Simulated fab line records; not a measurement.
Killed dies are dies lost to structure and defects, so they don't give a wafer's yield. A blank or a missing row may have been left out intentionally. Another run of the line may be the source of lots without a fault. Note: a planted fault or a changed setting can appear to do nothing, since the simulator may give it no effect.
Problem report, 8D (eight disciplines) form, completed by code | flow n5Finfet | the parts of the form that need people (team, actions taken, sign-off) are left out

1. THE ISSUE
trenchDepthNm at N5_BEOL_M13_OCD_MEAS_35 reads a mean of 502 nm on 5 wafers of 3 lots; wafers without a fault read 412 nm with a standard deviation of 5.5. Measured from the usual mean, that is +16 standard deviations.
The first sign was on wafer L816.2 at day 13 19:14, on ocd-02. At this step, 18 wafers from 7 lots have a number in the record. Rule for "out" (also "out of limits"): further than 4 standard deviations from the usual mean. Any other wafer with a number is counted as sound.

2. WHAT IT IS, AND WHAT IT ISN'T
question                    | is                                     | is not
which readings at this step | trenchDepthNm                          | -
which lots                  | L816, L818, L819                       | L825, L826, L831, L834
which wafers of those lots  | L816.2, L818.2, L818.4, L819.2, L819.4 | L816.6
read on which gauges        | ocd-01, ocd-02                         | -
when                        | from day 13 19:14                      | up to then (1 sound wafer); but 12 sound wafers of L825, L826, L831, L834 came after

3. THE SUSPECTS, EACH WITH WHAT RULES IT OUT
Counting: a tool at a process step up to the reading stays a suspect if it ran every lot that is out. Sound lots after the first of them don't rule it out here, since some wafers of a struck lot are sound.
- the gauge at N5_BEOL_M13_OCD_MEAS_35 is ruled out. The wafers that are out were read on 2 gauges (ocd-01, ocd-02).
- plasmaAsher-02 at N5_BEOL_M13_STRIP_63 (strips in N2/H2): kept. It ran every lot that is out, first L816 (day 13 17:55).
- rieDiel-04 at N5_BEOL_M13_ETCH_68 (etches SOC in N2/H2, time 355 s): kept. It ran every lot that is out, first L816 (day 13 18:51).
- rieDiel-04 at N5_BEOL_M13_TRENCH_ETCH_34 (etches SiOC in C4F8/O2/Ar, target depth 413.47 nm, time 162.6 s): kept. It ran every lot that is out, first L816 (day 13 19:04).
Still standing after the count: plasmaAsher-02 at N5_BEOL_M13_STRIP_63, rieDiel-04 at N5_BEOL_M13_ETCH_68, rieDiel-04 at N5_BEOL_M13_TRENCH_ETCH_34.

4. THE CAUSE (what the simulator had put in)
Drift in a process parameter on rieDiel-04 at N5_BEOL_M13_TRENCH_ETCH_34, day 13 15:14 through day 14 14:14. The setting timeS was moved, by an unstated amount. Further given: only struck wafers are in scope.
3 suspects survive the count, and this tool is in that group.

5. THE CHAIN OF EFFECTS, in route order
Rows list readings where the struck wafers' mean (over those with a number) sits beyond 3 standard deviations from the usual. Only readings whose record carries a usual standard deviation are examined. hours: median over the lots of the time between each lot's start at the first step of this table that gives one and its start at this step. sigmas: the change, counted in usual standard deviations.
hours | step                    | reading           | usual         | on struck wafers | change  | sigmas
0     | N5_BEOL_M13_OCD_MEAS_35 | trenchDepthNm     | 412 nm        | 502              | +90     | +16
5     | N5_BEOL_M13_THK_MEAS_50 | M13_THK           | 426 nm        | 516              | +90     | +15
5     | N5_BEOL_M13_RS_MEAS_54  | M13_RS            | 0.0450 ohm/sq | 0.0368           | -0.0082 | -14
18    | N5_BEOL_M15_RC_MEAS_101 | SERP_M13          | 0.310 ohm/um  | 0.251            | -0.059  | -11
18    | N5_BEOL_M15_RC_MEAS_101 | SERP_M13_max_site | 0.313 ohm/um  | 0.253            | -0.060  | -11

6. HOW IT WOULD HAVE BEEN CAUGHT EARLIER
Counted from the fault's start at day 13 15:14, it took 4 hours until the first out-of-limits reading at a measuring or inspecting step in this record, taken at day 13 19:14.
Tool readings at N5_BEOL_M13_TRENCH_ETCH_34 with a usual standard deviation given in the record: none out on any struck wafer, hence no alarm at a limit of 4 standard deviations on them.
Of the lots that are out (3), L818, L819 began N5_BEOL_M13_TRENCH_ETCH_34 on rieDiel-04 after day 13 19:14. A hold on the tool at that time would have spared those 2.
